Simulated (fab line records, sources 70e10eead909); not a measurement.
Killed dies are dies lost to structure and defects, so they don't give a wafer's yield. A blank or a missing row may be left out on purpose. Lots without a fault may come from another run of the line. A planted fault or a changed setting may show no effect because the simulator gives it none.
fab line records | flow nand_harc
record lots=24 wafers=72 last_day=32
route steps=1302 shown P_M0@273 P_M1@310 P_M2@329 P_BONDPAD@353
lots that met no fault: from a run of the same line without faults
start_h: hours from the record's first day to the start of the lot's first wafer shown | wait_h: hours since the lot's step before | " the same as in the row above | L1.1+2: a row that stands for several wafers | - no value, or no start given | * or withheld: withheld | < > ~ a bound
route shown NAME@n: a module of which the file shows steps, and the number in the route of the first | usual: mean/standard deviation of fault-free wafers | same: alike in all rows | chamber/n: place in a boat | sites: the reading at each site | _std_site: their standard deviation | _edge_site: outer sites' mean less inner sites' | radius_mm: how far each site lies from the wafer's centre | mask NAME#n: copy n | behind: the tool/chamber that last shaped the wafer | hold: why the lot was held/for how many hours/how that ended | device: the transistor (n, p or np) that didn't switch | end of line: the same wafers' tests at the end of the route | a step without rows: its recipe alone | killed: dies lost to structure and defects at the first sort, not the wafer's yield | map: a wafer's dies, x killed, . not, _ none there
set.NAME: the setting as run; set.NAME@STEP: as run at that earlier step | model.NAME: the simulator's own value behind a step, which no gauge read
steps of the route over a sample of lots; a table a step, a row a wafer
services: from which hour (start_h, from the record's first day; less than 0 if before it) a tool's chamber was out of use, for how many hours, and why
## steps
# step NHARC_P_M0_PRE_CLEAN_29
# recipe time_s=30 temp_c=280 gas=H2/He
# usual heater_power_w=423/41
# columns lot.wafer tool chamber start_h wait_h heater_power_w
L074.1 pvd_sputter-03 - - - 420
L074.2 " - " " 466
L074.6 " - " " 412
L075.4 pvd_sputter-01 - - - 399
L075.1 " - " " 460
L075.5 " - " " 394
L076.1 pvd_sputter-03 - - - 463
L076.4 " - " " 415
L076.5 " - " " 454
L077.4 pvd_sputter-01 - - - 408
L077.2 " - " " 441
L077.5 " - " " 423
L078.1 pvd_sputter-01 - - - 420
L078.2 " - " " 392
L078.6 " - " " 424
L079.4 pvd_sputter-01 - - - 393
L079.2 " - " " 400
L079.5 " - " " 446
L080.1 pvd_sputter-03 - - - 392
L080.2 " - " " 413
L080.6 " - " " 378
L081.1 pvd_sputter-03 - - - 455
L081.4 " - " " 478
L081.5 " - " " 450
L082.3 pvd_sputter-01 - - - 448
L082.4 " - " " 418
L082.5 " - " " 397
L083.3 pvd_sputter-02 - - - 548
L083.4 " - " " 367
L083.6 " - " " 540
L084.4 pvd_sputter-03 - - - 383
L084.1 " - " " 452
L084.5 " - " " 477
L085.3 pvd_sputter-02 - - - 374
L085.2 " - " " 396
L085.6 " - " " 371
L086.4 pvd_sputter-01 - - - 445
L086.3 " - " " 408
L086.1 " - " " 404
L087.1 pvd_sputter-01 - - - 402
L087.2 " - " " 467
L087.3 " - " " 388
L089.2 pvd_sputter-01 - - - 395
L089.4 " - " " 400
L089.5 " - " " 399
L088.2 pvd_sputter-02 - - - 365
L088.5 " - " " 373
L088.6 " - " " 411
L090.4 pvd_sputter-03 - - - 481
L090.2 " - " " 428
L090.5 " - " " 476
L091.2 pvd_sputter-01 - - - 398
L091.3 " - " " 460
L091.4 " - " " 402
L092.4 pvd_sputter-02 - - - 362
L092.2 " - " " 392
L092.6 " - " " 419
L093.2 pvd_sputter-03 - - - 471
L093.1 " - " " 388
L093.5 " - " " 427
L094.1 pvd_sputter-02 - - - 399
L094.2 " - " " 417
L094.3 " - " " 526
L095.2 pvd_sputter-01 - - - 394
L095.1 " - " " 387
L095.6 " - " " 394
L096.4 pvd_sputter-02 - - - 399
L096.1 " - " " 418
L096.6 " - " " 392
L097.3 pvd_sputter-02 - - - 541
L097.1 " - " " 393
L097.5 " - " " 428
# step NHARC_P_M0_PRE_CLEAN_31
# recipe time_s=12 temp_c=370 rf_power_w=300 gas=NH3
# usual heater_power_w=649/76
# columns lot.wafer tool chamber start_h wait_h heater_power_w
L074.2 pecvd-01 1 124.55 0.1 603
L074.1 " 2 " " 779
L074.6 " 1 " " 584
L075.1 pecvd-04 2 139.05 0.1 650
L075.5 " 0 " " 750
L075.4 " 2 " " 646
L076.1 pecvd-04 2 141.78 0.1 639
L076.4 " 1 " " 578
L076.5 " 2 " " 619
L077.2 pecvd-01 1 152.32 0.1 628
L077.4 " 2 " " 721
L077.5 " 0 " " 631
L078.2 pecvd-04 1 167.52 0.1 606
L078.1 " 2 " " 667
L078.6 " 2 " " 676
L079.2 pecvd-01 2 172.56 0.1 696
L079.4 " 2 " " 694
L079.5 " 1 " " 663
L080.2 pecvd-04 2 183.93 0.1 594
L080.1 " 0 " " 881
L080.6 " 2 " " 609
L081.1 pecvd-01 1 191.88 0.1 617
L081.5 " 1 " " 622
L081.4 " 0 " " 621
L082.3 pecvd-01 0 206.23 0.1 536
L082.5 " 2 " " 703
L082.4 " 0 " " 518
L083.3 pecvd-02 0 214.46 0.1 565
L083.4 " 2 " " 611
L083.6 " 1 " " 661
L084.1 pecvd-01 0 228.26 0.1 642
L084.5 " 1 " " 672
L084.4 " 2 " " 724
L085.2 pecvd-01 0 234.24 0.1 553
L085.3 " 1 " " 638
L085.6 " 2 " " 593
L086.3 pecvd-01 1 246.97 0.1 643
L086.1 " 0 " " 640
L086.4 " 1 " " 679
L087.3 pecvd-01 0 251.08 0.1 645
L087.1 " 1 " " 585
L087.2 " 2 " " 659
L089.2 pecvd-02 2 272.27 0.1 693
L089.4 " 0 " " 582
L089.5 " 1 " " 611
L088.2 pecvd-02 2 275.44 0.1 642
L088.6 " 1 " " 616
L088.5 " 2 " " 663
L090.2 pecvd-04 0 285.77 0.1 855
L090.4 " 1 " " 555
L090.5 " 2 " " 663
L091.3 pecvd-01 2 290.74 0.1 722
L091.2 " 0 " " 651
L091.4 " 2 " " 708
L092.2 pecvd-01 1 303.18 0.1 638
L092.4 " 2 " " 608
L092.6 " 0 " " 621
L093.1 pecvd-02 1 314.16 0.1 706
L093.2 " 0 " " 560
L093.5 " 1 " " 708
L094.1 pecvd-04 2 320.97 0.1 580
L094.3 " 0 " " 804
L094.2 " 1 " " 605
L095.1 pecvd-04 1 333.59 0.1 625
L095.2 " 2 " " 545
L095.6 " 2 " " 548
L096.1 pecvd-02 0 343.40 0.1 547
L096.4 " 0 " " 551
L096.6 " 1 " " 693
L097.1 pecvd-04 2 350.57 0.1 566
L097.3 " 1 " " 629
L097.5 " 2 " " 557
# step NHARC_P_M1_ANNEAL_31
# recipe temp_c=225 time_s=90
# usual wafer_temp_C_max=226.0/0.34
# columns lot.wafer tool chamber start_h wait_h wafer_temp_C_max
L074.1 rtp_anneal-02 0 127.96 0.3 225.5
L074.2 " 0 " " 225.5
L074.6 " 0 " " 225.7
L075.1 rtp_anneal-02 0 142.27 - 226.2
L075.4 " 0 " " 225.9
L075.5 " 0 " " 225.8
L076.1 rtp_anneal-02 0 145.04 0.3 226.0
L076.4 " 0 " " 226.2
L076.5 " 0 " " 225.7
L077.2 rtp_anneal-01 0 155.64 - 226.5
L077.4 " 0 " " 226.4
L077.5 " 0 " " 226.4
L078.1 rtp_anneal-01 0 170.69 0.3 227.1
L078.2 " 0 " " 226.0
L078.6 " 0 " " 227.0
L079.2 rtp_anneal-02 0 175.87 0.3 225.9
L079.4 " 0 " " 225.3
L079.5 " 0 " " 225.8
L080.1 rtp_anneal-02 0 187.23 - 226.0
L080.2 " 0 " " 226.0
L080.6 " 0 " " 226.3
L081.1 rtp_anneal-01 0 194.99 - 226.5
L081.4 " 0 " " 226.6
L081.5 " 0 " " 226.8
L082.3 rtp_anneal-01 0 209.44 - 226.6
L082.4 " 0 " " 226.2
L082.5 " 0 " " 226.1
L083.3 rtp_anneal-02 0 217.94 - 226.0
L083.4 " 0 " " 225.8
L083.6 " 0 " " 225.8
L084.1 rtp_anneal-01 0 231.49 - 226.2
L084.4 " 0 " " 226.4
L084.5 " 0 " " 226.2
L085.2 rtp_anneal-01 0 237.74 - 225.9
L085.3 " 0 " " 226.0
L085.6 " 0 " " 226.1
L086.1 rtp_anneal-02 0 250.40 0.3 225.6
L086.3 " 0 " " 225.7
L086.4 " 0 " " 226.0
L087.1 rtp_anneal-01 0 254.21 - 226.3
L087.2 " 0 " " 226.2
L087.3 " 0 " " 226.2
L089.2 rtp_anneal-02 0 275.43 - 225.7
L089.4 " 0 " " 225.6
L089.5 " 0 " " 225.5
L088.2 rtp_anneal-02 0 278.61 0.4 225.9
L088.5 " 0 " " 225.8
L088.6 " 0 " " 225.8
L090.2 rtp_anneal-01 0 288.94 0.4 226.2
L090.4 " 0 " " 226.3
L090.5 " 0 " " 226.8
L091.2 rtp_anneal-02 0 294.09 0.3 225.9
L091.3 " 0 " " 225.7
L091.4 " 0 " " 225.6
L092.2 rtp_anneal-02 0 306.49 - 225.4
L092.4 " 0 " " 225.8
L092.6 " 0 " " 226.0
L093.1 rtp_anneal-02 0 317.43 0.3 225.6
L093.2 " 0 " " 225.5
L093.5 " 0 " " 225.9
L094.1 rtp_anneal-02 0 324.24 0.3 225.7
L094.2 " 0 " " 225.8
L094.3 " 0 " " 225.8
L095.1 rtp_anneal-02 0 336.91 0.3 225.8
L095.2 " 0 " " 225.8
L095.6 " 0 " " 225.8
L096.1 rtp_anneal-02 0 346.69 0.3 225.9
L096.4 " 0 " " 225.9
L096.6 " 0 " " 225.8
L097.1 rtp_anneal-01 0 353.72 0.3 226.1
L097.3 " 0 " " 226.7
L097.5 " 0 " " 226.2
# step NHARC_P_M1_CMP_23
# recipe t_overpolish_s=20 target_thk_nm=157.82
# usual motor_current_A=11.7/0.98 time_to_endpoint_s=27.4/2.8
# columns lot.wafer tool chamber start_h wait_h motor_current_A time_to_endpoint_s
L074.2 cmp-04 2 128.36 - 14.9 23.2
L074.1 " 3 " " 11.2 22.9
L074.6 " 1 " " 12.0 26.9
L075.1 cmp-02 3 142.61 - 10.2 22.5
L075.4 " 0 " " 11.5 25.2
L075.5 " 0 " " 11.5 24.1
L076.1 cmp-02 3 145.41 - 9.9 21.9
L076.4 " 1 " " 11.2 23.8
L076.5 " 3 " " 10.6 20.5
L077.4 cmp-03 2 155.93 - 12.1 30.0
L077.2 " 3 " " 11.0 30.4
L077.5 " 2 " " 11.6 32.1
L078.2 cmp-04 1 171.03 - 12.0 32.6
L078.1 " 0 " " 12.4 29.4
L078.6 " 2 " " 13.6 24.7
L079.4 cmp-03 1 176.21 - 11.0 28.0
L079.2 " 2 " " 11.9 31.1
L079.5 " 0 " " 12.4 30.5
L080.1 cmp-04 0 187.60 - 12.1 31.7
L080.2 " 1 " " 12.4 29.3
L080.6 " 0 " " 12.3 28.7
L081.4 cmp-03 2 195.36 - 12.0 29.3
L081.1 " 0 " " 11.9 31.1
L081.5 " 1 " " 10.3 27.5
L082.4 cmp-02 0 209.71 - 11.4 26.6
L082.3 " 1 " " 11.4 28.8
L082.5 " 0 " " 11.3 25.4
L083.3 cmp-02 0 218.18 - 11.4 28.0
L083.4 " 2 " " 12.0 27.1
L083.6 " 1 " " 11.9 25.5
L084.4 cmp-03 2 231.87 - 11.9 29.2
L084.1 " 0 " " 12.8 30.4
L084.5 " 2 " " 11.4 27.9
L085.2 cmp-03 3 238.04 - 11.8 26.1
L085.3 " 2 " " 11.2 29.0
L085.6 " 0 " " 12.4 28.2
L086.4 cmp-03 3 250.75 - 11.5 24.8
L086.3 " 1 " " 10.3 24.5
L086.1 " 2 " " 11.5 27.4
L087.3 cmp-02 2 254.55 - 13.2 27.0
L087.1 " 3 " " 9.9 25.4
L087.2 " 1 " " 11.6 25.8
L089.4 cmp-02 0 275.75 - 11.7 26.3
L089.2 " 1 " " 12.1 26.2
L089.5 " 0 " " 11.4 28.0
L088.2 cmp-04 0 278.96 - 12.9 29.5
L088.5 " 3 " " 11.1 23.6
L088.6 " 0 " " 12.5 27.2
L090.4 cmp-02 1 289.27 - 11.8 27.6
L090.2 " 2 " " 12.8 30.0
L090.5 " 0 " " 11.3 26.5
L091.4 cmp-03 2 294.38 - 12.3 28.4
L091.3 " 3 " " 11.5 26.0
L091.2 " 1 " " 10.1 25.9
L092.2 cmp-03 3 306.78 - 11.5 27.7
L092.4 " 1 " " 10.0 28.6
L092.6 " 3 " " 11.9 28.2
L093.1 cmp-02 1 317.81 - 12.1 28.4
L093.2 " 2 " " 12.9 28.0
L093.5 " 0 " " 11.2 25.9
L094.3 cmp-03 0 324.58 - 12.2 28.2
L094.1 " 1 " " 10.5 26.9
L094.2 " 3 " " 11.1 28.3
L095.1 cmp-03 1 337.25 - 10.5 30.8
L095.2 " 2 " " 11.8 29.8
L095.6 " 1 " " 10.4 28.3
L096.4 cmp-02 2 347.09 - 13.4 28.3
L096.1 " 3 " " 10.6 24.7
L096.6 " 1 " " 11.9 24.5
L097.3 cmp-03 1 354.07 - 10.8 31.8
L097.1 " 3 " " 11.5 30.3
L097.5 " 1 " " 10.4 29.9
# step NHARC_P_M2_OVL_MEAS_10
# recipe pitch_nm=340
# usual overlay_x_nm=0.0/0.84 overlay_y_nm=0.0/0.93
# columns lot.wafer tool chamber start_h wait_h overlay_x_nm overlay_y_nm
L074.1 overlay-01 - 130.25 - 0.5 0.3
L074.2 " - " " 0.8 -0.9
L074.6 " - " " 0.4 -0.3
L075.1 overlay-02 - 144.56 - -1.1 0.7
L075.4 " - " " -1.1 1.5
L075.5 " - " " -1.0 1.0
L076.1 overlay-01 - 147.33 - 0.4 -0.3
L076.4 " - " " 0.4 -0.9
L076.5 " - " " 0.5 0.1
L077.2 overlay-01 - 158.04 - -0.3 0.3
L077.4 " - " " -0.7 0.0
L077.5 " - " " 0.0 -0.1
L078.1 overlay-01 - 172.86 - -0.3 0.1
L078.2 " - " " -0.6 0.0
L078.6 " - " " -0.6 0.1
L079.2 overlay-01 - 178.11 - -1.0 -1.2
L079.4 " - " " -1.3 -0.4
L079.5 " - " " -0.3 0.1
L080.1 overlay-01 - 189.51 - 0.1 1.1
L080.2 " - " " 0.1 0.9
L080.6 " - " " 0.1 1.4
L081.1 overlay-01 - 197.44 - 0.4 -0.5
L081.4 " - " " 0.4 -0.7
L081.5 " - " " 0.0 -0.8
L082.3 overlay-02 - 211.61 - 0.7 0.3
L082.4 " - " " 1.1 0.3
L082.5 " - " " 0.5 0.2
L083.3 overlay-02 - 220.14 - 0.0 0.0
L083.4 " - " " 0.5 0.1
L083.6 " - " " 0.5 0.0
L084.1 overlay-01 - 233.80 - 0.1 1.2
L084.4 " - " " 0.1 2.0
L084.5 " - " " 0.3 1.3
L085.2 overlay-01 - 239.97 - -0.6 -1.1
L085.3 " - " " -0.7 -1.7
L085.6 " - " " -0.9 -1.6
L086.1 overlay-02 - 252.70 - 0.5 -1.4
L086.3 " - " " 1.2 -0.3
L086.4 " - " " 1.0 -0.8
L087.1 overlay-02 - 256.50 - -0.3 1.3
L087.2 " - " " 0.2 1.4
L087.3 " - " " 0.0 0.8
L089.2 overlay-01 - 277.53 - -0.8 -0.5
L089.4 " - " " -1.2 -0.6
L089.5 " - " " -1.4 -1.2
L088.2 overlay-02 - 280.77 - -1.1 -1.2
L088.5 " - " " -1.5 -1.0
L088.6 " - " " -1.4 -1.4
L090.2 overlay-02 - 291.18 - -0.2 1.0
L090.4 " - " " -0.4 1.6
L090.5 " - " " 0.6 1.4
L091.2 overlay-01 - 296.22 - 2.2 0.2
L091.3 " - " " 2.1 -0.1
L091.4 " - " " 2.2 0.3
L092.2 overlay-02 - 308.74 - 1.1 -1.3
L092.4 " - " " 0.8 -1.4
L092.6 " - " " 1.0 -1.5
L093.1 overlay-01 - 319.73 - 0.5 -0.1
L093.2 " - " " 0.7 0.2
L093.5 " - " " 0.7 0.1
L094.1 overlay-01 - 326.42 - 0.0 -1.6
L094.2 " - " " -0.7 -1.2
L094.3 " - " " -0.4 -1.0
L095.1 overlay-02 - 339.37 - -0.6 0.5
L095.2 " - " " -0.2 0.4
L095.6 " - " " -0.1 0.0
L096.1 overlay-01 - 348.86 - 0.2 0.2
L096.4 " - " " -0.4 -0.9
L096.6 " - " " -0.2 0.0
L097.1 overlay-02 - 356.03 - 0.5 1.5
L097.3 " - " " 0.3 1.9
L097.5 " - " " 0.3 1.0
# step NHARC_P_BONDPAD_THK_MEAS_33
# recipe thk_meas_gauge=ellipsometry
# usual thk_nm=199.5/1.8
# columns lot.wafer tool chamber start_h wait_h thk_nm
L074.1 film_metro-02 - 134.21 0.2 200.7
L074.2 " - " " 201.7
L074.6 " - " " 200.3
L075.1 film_metro-02 - 148.52 0.2 197.3
L075.4 " - " " 198.2
L075.5 " - " " 200.6
L076.1 film_metro-02 - 151.27 0.1 198.6
L076.4 " - " " 198.1
L076.5 " - " " 197.5
L077.2 film_metro-02 - 161.99 0.2 201.7
L077.4 " - " " 198.4
L077.5 " - " " 198.4
L078.1 film_metro-02 - 176.74 0.2 201.7
L078.2 " - " " 201.8
L078.6 " - " " 200.1
L079.2 film_metro-02 - 182.03 0.2 199.6
L079.4 " - " " 201.2
L079.5 " - " " 199.0
L080.1 film_metro-01 - 193.42 0.2 202.1
L080.2 " - " " 199.1
L080.6 " - " " 204.7
L081.1 film_metro-02 - 201.31 0.2 197.6
L081.4 " - " " 199.3
L081.5 " - " " 200.1
L082.3 film_metro-02 - 215.52 0.2 197.9
L082.4 " - " " 196.4
L082.5 " - " " 199.5
L083.3 film_metro-02 - 224.11 0.2 199.6
L083.4 " - " " 198.3
L083.6 " - " " 201.0
L084.1 film_metro-01 - 238.18 0.2 200.9
L084.4 " - " " 198.4
L084.5 " - " " 196.0
L085.2 film_metro-01 - 243.85 0.2 198.0
L085.3 " - " " 198.8
L085.6 " - " " 201.1
L086.1 film_metro-02 - 256.59 0.2 198.8
L086.3 " - " " 196.3
L086.4 " - " " 198.3
L087.1 film_metro-02 - 260.39 0.2 196.6
L087.2 " - " " 197.4
L087.3 " - " " 201.1
L089.2 film_metro-01 - 281.95 0.2 197.4
L089.4 " - " " 199.0
L089.5 " - " " 196.3
L088.2 film_metro-01 - 284.71 0.2 197.7
L088.5 " - " " 197.7
L088.6 " - " " 200.0
L090.2 film_metro-01 - 295.06 0.2 198.5
L090.4 " - " " 203.3
L090.5 " - " " 201.1
L091.2 film_metro-02 - 300.21 0.2 200.1
L091.3 " - " " 202.6
L091.4 " - " " 203.3
L092.2 film_metro-01 - 312.66 0.2 201.6
L092.4 " - " " 199.6
L092.6 " - " " 199.5
L093.1 film_metro-01 - 323.60 0.1 197.6
L093.2 " - " " 197.0
L093.5 " - " " 197.4
L094.1 film_metro-02 - 330.43 0.2 200.0
L094.2 " - " " 199.8
L094.3 " - " " 198.7
L095.1 film_metro-01 - 343.27 0.1 200.2
L095.2 " - " " 201.3
L095.6 " - " " 198.5
L096.1 film_metro-02 - 352.75 0.2 198.7
L096.4 " - " " 200.2
L096.6 " - " " 199.9
L097.1 film_metro-01 - 360.09 0.2 196.2
L097.3 " - " " 199.7
L097.5 " - " " 199.1
## services
# columns tool chamber start_h hours kind
pvd_sputter-02 - 104.00 10.0 pm
pvd_sputter-01 - 110.19 6.0 repair
pecvd-01 - 130.00 13.0 pm
cmp-03 - 131.90 2.3 repair
cmp-02 - 134.50 4.0 pm
cmp-02 - 148.98 0.9 repair
pecvd-01 - 152.84 1.4 repair
cmp-03 - 168.97 4.0 pm
cmp-03 - 177.48 0.8 repair
pvd_sputter-02 - 187.88 6.7 repair
pecvd-04 2 194.46 7.9 repair
pvd_sputter-01 - 226.00 10.0 pm
cmp-02 - 226.57 3.5 repair
cmp-02 - 232.50 4.0 pm
pvd_sputter-03 - 247.90 3.4 repair
cmp-03 - 266.97 4.0 pm
pecvd-04 - 269.04 13.0 pm
cmp-02 - 276.47 5.8 repair
cmp-02 - 298.78 1.3 repair
cmp-02 - 302.19 0.9 repair
cmp-03 - 311.14 1.2 repair
pecvd-01 - 311.23 13.0 pm
pecvd-04 0 324.58 17.6 repair
cmp-02 - 330.50 4.0 pm
## key
fault none
